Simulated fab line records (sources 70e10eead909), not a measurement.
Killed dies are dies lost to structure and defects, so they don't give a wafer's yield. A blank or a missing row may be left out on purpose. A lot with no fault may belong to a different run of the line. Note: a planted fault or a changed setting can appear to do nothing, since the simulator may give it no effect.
Matching of chambers | flow nandHarc | 4 sister chambers for NHARC_A_STAIRCASE_ETCHBACK_157 on rieDiel-12
The step etches the open film in CH3F/O2, target depth 90 nm, time 167.14 s. 4 wafers are shown with their chamber, then 9 later ones without.

WAFERS PAIRED WITH THEIR CHAMBERS
wafer  | chamber | showerheadPlenumPTorr (Torr)
L089.1 | 3       | 2.58
L089.4 | 1       | 2.40
L088.3 | 2       | 2.33
L088.6 | 0       | 2.64

WAFERS WITHOUT THEIR CHAMBER
wafer  | showerheadPlenumPTorr (Torr)
L095.1 | 2.40
L095.4 | 2.32
L095.5 | 2.40
L094.2 | 2.64
L094.5 | 2.32
L094.6 | 2.40
L096.1 | 2.40
L096.5 | 2.64
L096.6 | 2.57

THE CHAMBER EACH PASSED THROUGH
wafer  | from the rows above | in truth
L095.1 | 1                   | 1
L095.4 | 2                   | 2
L095.5 | 1                   | 1
L094.2 | 0                   | 0
L094.5 | 2                   | 2
L094.6 | 1                   | 1
L096.1 | 1                   | 1
L096.5 | 0                   | 0
L096.6 | 3                   | 3
Correct placement for 9 of the 9. Can't be placed from these rows: 0. Number placed wrongly: 0.
How it was worked out, from the rows above alone: a wafer's distance from a chamber is the root of the sum, over the readings, of the square of ((its reading less the chamber's mean) divided by the reading's scatter). If the next closest chamber is less than 2 further off than the closest, the wafer can't be placed; otherwise it belongs to the closest. A chamber's mean is the mean of its shown wafers. The scatter (one wafer shown for each chamber): square how far every hidden wafer sits from the nearest shown wafer, average those squares and take the square root.
